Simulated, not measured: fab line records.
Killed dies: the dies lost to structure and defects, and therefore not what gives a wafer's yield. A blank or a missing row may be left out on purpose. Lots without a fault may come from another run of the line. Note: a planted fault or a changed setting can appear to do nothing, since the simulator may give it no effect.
Chamber matching + flow n5_finfet + N5_BEOL_M4_STRIP_19 on rie_diel-05: 4 sister chambers
The step strips in O2. 4 wafers are shown with their chamber, then 11 later ones without.

EACH WAFER AND ITS CHAMBER
| wafer  | chamber | showerhead_plenum_p_Torr (Torr) |
|--------|---------|---------------------------------|
| L090.4 | 3       | 2.08                            |
| L090.6 | 2       | 2.20                            |
| L093.5 | 0       | 2.18                            |
| L092.2 | 1       | 1.96                            |

WAFERS WHOSE CHAMBER IS MISSING
| wafer  | showerhead_plenum_p_Torr (Torr) |
|--------|---------------------------------|
| L092.4 | 2.18                            |
| L092.6 | 1.96                            |
| L094.1 | 2.19                            |
| L094.2 | 2.18                            |
| L094.6 | 2.19                            |
| L096.1 | 2.18                            |
| L096.2 | 2.19                            |
| L096.3 | 1.96                            |
| L097.2 | 2.08                            |
| L097.4 | 2.08                            |
| L097.6 | 2.18                            |

EACH ONE'S CHAMBER
| wafer  | from the rows above     | in truth |
|--------|-------------------------|----------|
| L092.4 | 0                       | 0        |
| L092.6 | 1                       | 1        |
| L094.1 | can't be placed: 0 or 2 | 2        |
| L094.2 | 0                       | 0        |
| L094.6 | can't be placed: 0 or 2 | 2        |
| L096.1 | 0                       | 0        |
| L096.2 | can't be placed: 0 or 2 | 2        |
| L096.3 | 1                       | 1        |
| L097.2 | 3                       | 3        |
| L097.4 | 3                       | 3        |
| L097.6 | 0                       | 0        |
8 of 11 placed correctly. Not placeable from these rows: 3 (in 3, the candidates include the true chamber). Placed wrongly: 0.
How it was worked out, from the rows above alone: a wafer's distance from a chamber is the root of the sum, over the readings, of the square of ((its reading less the chamber's mean) divided by the reading's scatter). If the next closest chamber is less than 2 further off than the closest, the wafer can't be placed; otherwise it belongs to the closest. For every chamber, the mean is computed from those of its wafers that are shown. The scatter (one wafer shown for each chamber): square how far every hidden wafer sits from the nearest shown wafer, average those squares and take the square root.
